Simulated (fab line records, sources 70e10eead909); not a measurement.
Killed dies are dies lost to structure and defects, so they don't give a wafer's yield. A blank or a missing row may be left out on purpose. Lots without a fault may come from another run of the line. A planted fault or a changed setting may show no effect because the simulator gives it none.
fab line records | flow nand_harc
record lots=7 wafers=21 last_day=33
route steps=1302 shown A_BONDPAD@1225 HYBRID_BOND@1237 END@1302
lots that met no fault: from a run of the same line without faults
start_h: hours from the record's first day to the start of the lot's first wafer shown | wait_h: hours since the lot's step before | " the same as in the row above | L1.1+2: a row that stands for several wafers | - no value, or no start given | * or withheld: withheld | < > ~ a bound
route shown NAME@n: a module of which the file shows steps, and the number in the route of the first | usual: mean/standard deviation of fault-free wafers | same: alike in all rows | chamber/n: place in a boat | sites: the reading at each site | _std_site: their standard deviation | _edge_site: outer sites' mean less inner sites' | radius_mm: how far each site lies from the wafer's centre | mask NAME#n: copy n | behind: the tool/chamber that last shaped the wafer | hold: why the lot was held/for how many hours/how that ended | device: the transistor (n, p or np) that didn't switch | end of line: the same wafers' tests at the end of the route | a step without rows: its recipe alone | killed: dies lost to structure and defects at the first sort, not the wafer's yield | map: a wafer's dies, x killed, . not, _ none there
set.NAME: the setting as run; set.NAME@STEP: as run at that earlier step | model.NAME: the simulator's own value behind a step, which no gauge read
lots at some steps of the route; a table a step, a row a wafer
services: from which hour (start_h, from the record's first day; less than 0 if before it) a tool's chamber was out of use, for how many hours, and why
## steps
# step NHARC_A_BONDPAD_DEGAS_25
# recipe temp_c=300 time_s=60
# usual heater_power_w=470/40
# same time_s=60
# columns lot.wafer tool chamber start_h wait_h heater_power_w
L933.1 pvd_sputter-02 - 560.91 - 465
L933.2 " - " " 472
L933.4 " - " " 530
L935.3 pvd_sputter-02 - 574.23 - 473
L935.1 " - " " 461
L935.6 " - " " 506
L936.4 pvd_sputter-02 - 575.47 - 462
L936.5 " - " " 471
L936.6 " - " " 507
L938.2 pvd_sputter-03 - 604.65 - 500
L938.1 " - " " 516
L938.6 " - " " 444
L937.4 pvd_sputter-02 - 607.77 - 463
L937.2 " - " " 521
L937.6 " - " " 456
L949.2 pvd_sputter-02 - 724.25 - 479
L949.3 " - " " 508
L949.1 " - " " 481
L952.1 pvd_sputter-03 - 758.56 - 474
L952.3 " - " " 523
L952.4 " - " " 441
# step NHARC_A_BONDPAD_PRE_CLEAN_26
# recipe time_s=30 temp_c=280 gas=H2/He
# usual heater_power_w=412/35
# same time_s=30
# columns lot.wafer tool chamber start_h wait_h heater_power_w
L933.1 pvd_sputter-02 - - - 415
L933.2 " - " " 420
L933.4 " - " " 397
L935.3 pvd_sputter-02 - - - 443
L935.1 " - " " 415
L935.6 " - " " 396
L936.4 pvd_sputter-02 - - - 419
L936.6 " - " " 408
L936.5 " - " " 402
L938.2 pvd_sputter-03 - - - 411
L938.1 " - " " 443
L938.6 " - " " 432
L937.2 pvd_sputter-02 - - - 419
L937.4 " - " " 405
L937.6 " - " " 418
L949.3 pvd_sputter-02 - - - 421
L949.2 " - " " 455
L949.1 " - " " 426
L952.1 pvd_sputter-03 - - - 393
L952.3 " - " " 393
L952.4 " - " " 458
# step NHARC_A_BONDPAD_PVD_17
# recipe target_thk_a=50 bias_v=168.6 power_w=15000 chamber_pressure_pa=0.12 time_s=8.06 substrate_temp_c=50 material=TaN
# usual throttle_valve_pct=29.2/0.95
# same time_s=8.06
# columns lot.wafer tool chamber start_h wait_h throttle_valve_pct
L933.2 pvd_sputter-02 - - - 29.6
L933.4 " - " " 28.2
L933.1 " - " " 29.6
L935.3 pvd_sputter-02 - - - 29.3
L935.1 " - " " 28.5
L935.6 " - " " 29.5
L936.4 pvd_sputter-02 - - - 28.5
L936.6 " - " " 29.3
L936.5 " - " " 28.5
L938.2 pvd_sputter-03 - - - 29.0
L938.1 " - " " 28.1
L938.6 " - " " 29.1
L937.4 pvd_sputter-02 - - - 29.5
L937.2 " - " " 28.7
L937.6 " - " " 29.3
L949.1 pvd_sputter-02 - - - 27.9
L949.2 " - " " 29.9
L949.3 " - " " 29.9
L952.3 pvd_sputter-03 - - - 27.9
L952.4 " - " " 29.3
L952.1 " - " " 28.8
# step NHARC_A_BONDPAD_PVD_27
# recipe target_thk_a=300 chamber_pressure_pa=5 power_w=5000 substrate_temp_c=30 time_s=20.49 material=Cu
# usual throttle_valve_pct=29.2/0.92
# same time_s=20.49
# columns lot.wafer tool chamber start_h wait_h throttle_valve_pct
L933.4 pvd_sputter-02 - - - 29.5
L933.2 " - " " 29.6
L933.1 " - " " 28.3
L935.3 pvd_sputter-02 - - - 28.7
L935.1 " - " " 29.6
L935.6 " - " " 29.4
L936.4 pvd_sputter-02 - - - 28.7
L936.5 " - " " 29.4
L936.6 " - " " 28.5
L938.2 pvd_sputter-03 - - - 28.8
L938.1 " - " " 30.2
L938.6 " - " " 28.2
L937.4 pvd_sputter-02 - - - 28.6
L937.2 " - " " 28.1
L937.6 " - " " 28.4
L949.3 pvd_sputter-02 - - - 30.1
L949.2 " - " " 28.0
L949.1 " - " " 29.9
L952.4 pvd_sputter-03 - - - 29.9
L952.1 " - " " 28.3
L952.3 " - " " 29.5
# step NHARC_A_BONDPAD_ECD_18
# recipe target_thk_a=4000 bath_temp_c=25 material=Cu
# step NHARC_A_BONDPAD_ANNEAL_28
# recipe temp_c=225 time_s=90
# step NHARC_A_BONDPAD_CMP_19
# recipe t_overpolish_s=30 cu_recess_touch_s=16 target_thk_nm=169.82
# usual motor_current_A=12.4/1.1 overpolish_run_s=30.000/0.0094
# columns lot.wafer tool chamber start_h wait_h motor_current_A overpolish_run_s
L933.2 cmp-02 3 562.01 - 10.9 30.001
L933.4 " 1 " " 12.3 30.014
L933.1 " 2 " " 14.1 29.992
L935.3 cmp-02 0 575.36 - 11.2 29.998
L935.1 " 1 " " 13.6 29.996
L935.6 " 3 " " 10.5 29.999
L936.4 cmp-02 3 576.61 - 11.1 29.985
L936.6 " 0 " " 12.0 30.008
L936.5 " 1 " " 12.6 30.007
L938.2 cmp-02 0 605.77 - 11.4 29.998
L938.1 " 1 " " 12.0 30.005
L938.6 " 3 " " 11.3 29.996
L937.4 cmp-01 0 608.84 - 12.1 30.002
L937.2 " 1 " " 12.0 29.989
L937.6 " 0 " " 12.0 30.009
L949.3 cmp-04 0 725.33 - 14.1 29.988
L949.2 " 1 " " 11.0 29.987
L949.1 " 2 " " 14.0 30.000
L952.3 cmp-04 2 759.68 - 14.0 30.007
L952.1 " 3 " " 12.3 30.024
L952.4 " 0 " " 13.3 30.008
# step NHARC_A_BONDPAD_THK_MEAS_20
# recipe thk_meas_gauge=xrf
# usual thk_nm=169.5/1.4
# columns lot.wafer tool chamber start_h wait_h thk_nm
L933.1 film_metro-02 - 562.33 - 169.3
L933.2 " - " " 171.0
L933.4 " - " " 170.0
L935.1 film_metro-02 - 575.63 - 169.6
L935.3 " - " " 169.0
L935.6 " - " " 169.3
L936.4 film_metro-02 - 576.85 - 170.5
L936.5 " - " " 170.0
L936.6 " - " " 169.3
L938.1 film_metro-01 - 606.03 - 169.9
L938.2 " - " " 171.3
L938.6 " - " " 169.6
L937.2 film_metro-02 - 609.17 - 169.9
L937.4 " - " " 167.3
L937.6 " - " " 171.0
L949.1 film_metro-01 - 725.66 - 169.9
L949.2 " - " " 168.2
L949.3 " - " " 168.4
L952.1 film_metro-02 - 759.97 - 170.2
L952.3 " - " " 166.9
L952.4 " - " " 170.5
# step NHARC_A_BONDPAD_SRD_21
# recipe time_s=30 temp_c=23 dry_time_s=20 spin_rpm=1500
# step NHARC_A_BONDPAD_INSPECT_23
# usual raw_defect_count=560/140
# columns lot.wafer tool chamber start_h wait_h raw_defect_count
L933.1 defect_inspect-01 - 562.56 0.0 522
L933.2 " - " " 578
L933.4 " - " " 568
L935.1 defect_inspect-01 - 575.86 0.0 625
L935.3 " - " " 570
L935.6 " - " " 564
L936.4 defect_inspect-01 - 577.08 0.0 350
L936.5 " - " " 487
L936.6 " - " " 534
L938.1 defect_inspect-02 - 606.28 0.0 510
L938.2 " - " " 477
L938.6 " - " " 526
L937.2 defect_inspect-02 - 609.40 0.0 718
L937.4 " - " " 520
L937.6 " - " " 779
L949.1 defect_inspect-01 - 725.86 0.0 484
L949.2 " - " " 509
L949.3 " - " " 626
L952.1 defect_inspect-01 - 760.17 0.0 471
L952.3 " - " " 574
L952.4 " - " " 396
# step NHARC_HYBRID_BOND_ACTIVATE_00
# recipe time_s=60 n2_flow_sccm=200 ar_flow_sccm=0 bias_power_w=0 chemistry=N2
# usual drypump_motor_current_A=5.9/0.34 oes_product_au=0.999/0.0082 rf_vpp_V=64.0/0.86 run_length_s=81.0/0.35 showerhead_plenum_p_Torr=1.73/0.065
# columns lot.wafer tool chamber start_h wait_h drypump_motor_current_A oes_product_au rf_hours_counter_h rf_vpp_V run_length_s showerhead_plenum_p_Torr
L933.2 rie_diel-06 1 562.62 0.1 6.0 0.991 6 63.0 80.7 1.63
L933.4 " 3 " " 5.3 0.981 5 64.3 81.4 1.77
L933.1 " 0 " " 6.3 0.999 6 65.9 80.8 1.70
L935.1 rie_diel-06 0 575.92 0.1 6.2 0.996 7 64.6 80.8 1.70
L935.3 " 2 " " 6.0 1.007 6 65.8 81.3 1.78
L935.6 " 0 " " 6.2 0.992 - 63.8 81.0 1.70
L936.4 rie_diel-06 1 577.16 0.1 6.0 1.001 7 63.3 86.3 1.63
L936.5 " 3 " " 5.3 0.998 - 63.4 87.2 1.77
L936.6 " 0 " " 6.3 0.992 - 63.9 86.7 1.70
L938.2 rie_diel-06 1 606.34 0.1 6.0 1.006 11 63.5 86.2 1.63
L938.1 " 3 " " 5.3 0.998 9 64.3 87.0 1.77
L938.6 " 2 " " 6.0 0.995 - 64.1 86.9 1.77
L937.4 rie_diel-06 0 609.46 0.1 6.2 0.999 10 64.7 86.7 1.70
L937.2 " 2 " " 6.0 0.999 9 63.8 87.4 1.77
L937.6 " 0 " " 6.3 1.001 - 64.0 86.7 1.70
L949.3 rie_diel-03 0 725.92 0.1 6.1 1.005 4 63.6 80.8 1.72
L949.1 " 1 " " 6.3 0.995 31 62.4 81.0 1.70
L949.2 " 3 " " 6.2 0.994 32 64.2 80.8 1.81
L952.4 rie_diel-06 2 760.23 0.1 6.0 1.000 9 64.0 81.3 1.77
L952.3 " 0 " " 6.3 0.992 7 63.2 80.8 1.69
L952.1 " 1 " " 6.0 0.997 8 63.1 80.6 1.62
# step NHARC_HYBRID_BOND_PRECLEAN_01
# recipe time_s=300 temp_c=23 chemistry=DIW
# step NHARC_END_SORT_01
# recipe temp_c=25
# usual defect_limited_yield=91/3 killed_at_array=54/21 killed_at_other=1.0/1.2 killed_at_periphery=3.6/2.6 killed_dies=58/20 killed_open=3.3/1.9 killed_short=2.6/1.5 sort_bin_2_pct=3.1/1.4 sort_bin_3_pct=0.6/0.37 sort_bin_4_pct=4.9/1.6 sort_n_pass=619/20 sort_rim_yield_pct=91/4.3 sort_yield_pct=91/3
# same gross_dies=677 sort_bin_5_pct[%]=0 sort_bin_6_pct[%]=0 sort_bin_7_pct[%]=0 sort_bin_8_pct[%]=0 sort_rim_n_gross=106.00
# columns lot.wafer tool chamber start_h wait_h defect_limited_yield[%] killed_at_array killed_at_other killed_at_periphery killed_dies killed_open killed_short sort_bin_2_pct[%] sort_bin_3_pct[%] sort_bin_4_pct[%] sort_n_pass sort_rim_yield_pct[%] sort_yield_pct[%]
L933.1 prober-01 0 594.77 2.5 92 55 0 1 56 3 1 3.1 0.4 4.7 621 94 92
L933.2 prober-01 0 595.57 2.8 92 49 0 2 51 8 1 2.5 0.4 4.6 626 98 92
L933.4 prober-01 0 597.16 3.4 93 46 0 2 48 4 2 2.2 0.4 4.4 629 91 93
L938.1 prober-02 0 634.73 2.5 94 34 0 6 40 3 5 1.6 0.3 4.0 637 88 94
L938.2 prober-02 0 635.53 2.8 94 42 0 2 44 0 1 2.8 0.3 3.4 633 91 94
L938.6 prober-02 0 638.70 4.0 91 58 0 4 62 6 5 3.1 0.4 5.6 615 87 91
# killed by level:class
L933.1 A_CHANNEL_HOLE_D1:chamber_film_flake=36 A_CHANNEL_HOLE_D2:chamber_film_flake=6 A_CONTACT:chamber_film_flake=5 A_CHANNEL_FILL_D1:geometric_particle:open=1 A_DECK1_JOINT:geometric_particle:open=1 A_CHANNEL_FILL_D2:geometric_particle:short=1 A_M1:geometric_particle:open=1 P_STI:chamber_film_flake=1
L933.2 A_CHANNEL_HOLE_D1:chamber_film_flake=25 A_CHANNEL_HOLE_D2:chamber_film_flake=7 A_DECK1_JOINT:chamber_film_flake=4 A_M0:geometric_particle:open=3 A_CHANNEL_FILL_D1:chamber_film_flake=2 A_STAIRCASE:chamber_film_flake=2 A_CONTACT:chamber_film_flake=2 P_GATE:geometric_particle:open=1
L933.4 A_CHANNEL_HOLE_D1:chamber_film_flake=28 A_CHANNEL_HOLE_D2:chamber_film_flake=6 A_BLC:geometric_particle:open=3 P_ZERO_WELL:chamber_film_flake=2 A_CONTACT:chamber_film_flake=2 A_ONON_D2:geometric_particle:open=1 A_CHANNEL_FILL_D2:geometric_particle:short=1 A_WL_FILL:geometric_particle:short=1
L938.1 A_SLIT:chamber_film_flake=9 A_CHANNEL_HOLE_D2:chamber_film_flake=7 A_STAIRCASE:chamber_film_flake=6 P_GATE:chamber_film_flake=5 A_CHANNEL_HOLE_D1:chamber_film_flake=3 P_CONTACT:geometric_particle:open=1 A_ONON_D1:geometric_particle:short=1 A_CHANNEL_FILL_D1:geometric_particle:short=1
L938.2 A_SLIT:chamber_film_flake=28 A_CHANNEL_HOLE_D2:chamber_film_flake=6 P_GATE:chamber_film_flake=2 A_CHANNEL_HOLE_D1:chamber_film_flake=2 A_CONTACT:chamber_film_flake=2 A_M1:geometric_particle:short=1 A_CHANNEL_FILL_D2:chamber_film_flake=1 A_STAIRCASE:chamber_film_flake=1
L938.6 A_SLIT:chamber_film_flake=29 A_CHANNEL_HOLE_D2:chamber_film_flake=14 A_WL_FILL:geometric_particle:open=2 A_M0:geometric_particle:open=2 P_GATE:chamber_film_flake=2 A_CHANNEL_HOLE_D1:chamber_film_flake=2 A_STAIRCASE:chamber_film_flake=2 P_GATE:geometric_particle:open=1
## services
# columns tool chamber start_h hours kind
rie_diel-06 0 542.42 - clean
rie_diel-06 1 542.42 - clean
rie_diel-06 2 542.42 - clean
cmp-01 - 577.50 4.0 pm
rie_diel-03 2 599.68 6.0 repair
cmp-04 - 602.85 4.0 pm
cmp-02 - 624.74 4.0 pm
cmp-04 - 629.29 2.4 repair
rie_diel-03 - 635.46 9.0 pm
pvd_sputter-02 - 638.00 10.0 pm
cmp-02 - 644.17 12.2 repair
cmp-01 - 656.90 4.5 repair
rie_diel-06 - 661.25 9.0 pm
rie_diel-06 1 671.98 1.8 repair
cmp-01 - 675.50 4.0 pm
rie_diel-03 2 695.95 1.3 repair
cmp-04 - 700.85 4.0 pm
pvd_sputter-03 - 704.09 10.0 pm
pvd_sputter-02 - 708.94 1.9 repair
rie_diel-03 2 714.45 2.8 repair
cmp-02 - 722.74 4.0 pm
rie_diel-06 0 728.62 2.7 repair
cmp-01 - 733.67 1.6 repair
pvd_sputter-02 - 739.53 3.7 repair
## key
first_sign step=NHARC_HYBRID_BOND_ACTIVATE_00 reading=run_length_s direction=up sigmas=17 usual=* struck=*
effect none on later readings
met_at NHARC_HYBRID_BOND_ACTIVATE_00
struck_wafers L936.4,L936.5,L936.6,L937.2,L937.4,L937.6,L938.1,L938.2,L938.6
onset_between 575.92 577.16
fault kind=process_parameter_drift tool=rie_diel-06 chamber=- onset_h=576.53 steps=NHARC_HYBRID_BOND_ACTIVATE_00 channel=time_s offset=* shape=step end_h=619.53 acts_in=* stated=*
